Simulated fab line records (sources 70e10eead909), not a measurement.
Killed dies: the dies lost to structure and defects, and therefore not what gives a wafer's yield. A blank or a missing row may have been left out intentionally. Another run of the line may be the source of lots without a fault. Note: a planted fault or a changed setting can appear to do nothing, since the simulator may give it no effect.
The tool behind it: which one? ; flow nandHarc ; Sampling: 6 lots, 18 wafers, 5 of 1302 route steps

## WHAT THE GAUGES SHOWED, per wafer
NHARC_END_SORT_01.
lot;measured;on;defectLimitedYield (%)
L784;day 26 06:40;prober-01;92 92 95
L790;day 28 19:05;prober-01;94 92 93
L799;day 33 04:50;prober-01;94 94 95

## WHAT TOOL EACH LOT RAN ON (gives the tool, then ch and the chambers of the sampled wafers, and finally the start)
lot;NHARC_A_M0_STRIP_18;NHARC_A_M0_PVD_20;NHARC_A_M0_CMP_23;NHARC_A_M1_DEVELOP_08
L782;rieDiel-05 ch 0,3, day 23 08:41;pvdSputter-02, day 23 10:22 or earlier;cmp-01 ch 1,2,3, day 23 10:22;lithoTrack-01 ch 0, day 23 11:00
L784;rieDiel-05 ch 0,1, day 24 09:58;pvdSputter-01, day 24 11:41 or earlier;cmp-03 ch 1,2,3, day 24 11:41;lithoTrack-06 ch 0, day 24 13:00
L786;rieDiel-11 ch 1,2,3, day 25 19:37;pvdSputter-02, day 25 21:19 or earlier;cmp-01 ch 0,1,3, day 25 21:19;lithoTrack-06 ch 0, day 25 23:00
L790;rieDiel-11 ch 0,2,3, day 27 05:04;pvdSputter-02, day 27 06:38 or earlier;cmp-02 ch 1,2, day 27 06:38;lithoTrack-01 ch 0, day 27 08:00
L799;rieDiel-03 ch 1,2, day 30 22:55;pvdSputter-02, day 31 00:33 or earlier;cmp-03 ch 0,1,3, day 31 00:33;lithoTrack-06 ch 0, day 31 02:00
L803;rieDiel-03 ch 0,2, day 32 09:23;pvdSputter-02, day 32 11:00 or earlier;cmp-03 ch 1,3, day 32 11:00;lithoTrack-01 ch 0, day 32 12:00
- NHARC_A_M0_STRIP_18: strips in N2/H2.
- NHARC_A_M0_PVD_20: deposits TaN, target thk 5 nm, time 8.06 s.
- NHARC_A_M0_CMP_23: polishes, t overpolish 20 s, target thk 113.75 nm.
- NHARC_A_M1_DEVELOP_08: develop time 35 s.

## THE ANSWER, worked out from the rows above alone
Rule: usual is defined by the lots themselves. Put in order of their means at a reading, lots are off if they are a third of the lots or fewer, leave a main group of 4 or more, and stand apart from it by a gap of 3 or more times the standard deviation of the main group's means; of several such gaps the widest counts. If all means in a main group match to the digits the tables above print for the reading, that group is not used. Also off: a lot with no number at a reading for which 4 or more lots have one. Any other lot the step has rows for is counted as sound.
None of the lots is off at any reading shown; this tells nothing.

## WHAT THE SIMULATOR HAD INSERTED
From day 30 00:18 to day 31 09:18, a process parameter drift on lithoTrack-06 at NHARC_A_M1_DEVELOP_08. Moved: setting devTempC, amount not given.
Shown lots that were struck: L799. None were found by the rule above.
